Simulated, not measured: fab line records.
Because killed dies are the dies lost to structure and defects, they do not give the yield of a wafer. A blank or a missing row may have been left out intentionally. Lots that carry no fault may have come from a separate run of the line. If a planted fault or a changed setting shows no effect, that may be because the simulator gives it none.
Chamber matching	flow n5_finfet	N5_BEOL_M6_VIA_ETCH_34 on rie_diel-05 has 4 sister chambers
The step etches SiCOH lowk in C4F6/O2, target depth 126.3 nm, time 50.9 s. 8 wafers are shown with their chamber, then 9 later ones without.

== WAFERS WITH THEIR CHAMBER ==
wafer	chamber	showerhead_plenum_p_Torr (Torr)	throttle_valve_pct (%)
L083.6	2	2.82	20.81
L092.2	2	2.81	20.81
L089.2	0	2.83	21.00
L089.4	1	2.76	20.63
L089.5	3	2.93	20.91
L093.3	1	2.76	20.66
L093.5	3	2.93	20.92
L093.6	0	2.83	21.01

== WAFERS WHOSE CHAMBER IS MISSING ==
wafer	showerhead_plenum_p_Torr (Torr)	throttle_valve_pct (%)
L079.1	2.75	20.66
L079.2	2.92	20.92
L079.6	2.92	20.90
L094.1	2.75	20.69
L094.2	2.92	20.93
L094.6	2.82	21.04
L095.1	2.92	20.92
L095.4	2.75	20.68
L095.6	2.75	20.68

== WHICH CHAMBER EACH WENT THROUGH ==
wafer	from the rows above	in truth
L079.1	1	1
L079.2	3	3
L079.6	3	3
L094.1	1	1
L094.2	3	3
L094.6	0	0
L095.1	3	3
L095.4	1	1
L095.6	1	1
9 of 9 placed correctly. From these rows, 0 cannot be placed. 0 placed wrongly.
How it was worked out, from the rows above alone: a wafer's distance from a chamber is the root of the sum, over the readings, of the square of ((its reading less the chamber's mean) divided by the reading's scatter). If the next closest chamber is less than 2 further off than the closest, the wafer can't be placed; otherwise it belongs to the closest. For every chamber, the mean is computed from those of its wafers that are shown. The scatter is the square root of a quotient: the sum, over the shown wafers, of each reading's squared deviation from its chamber's mean, divided by wafers minus chambers.
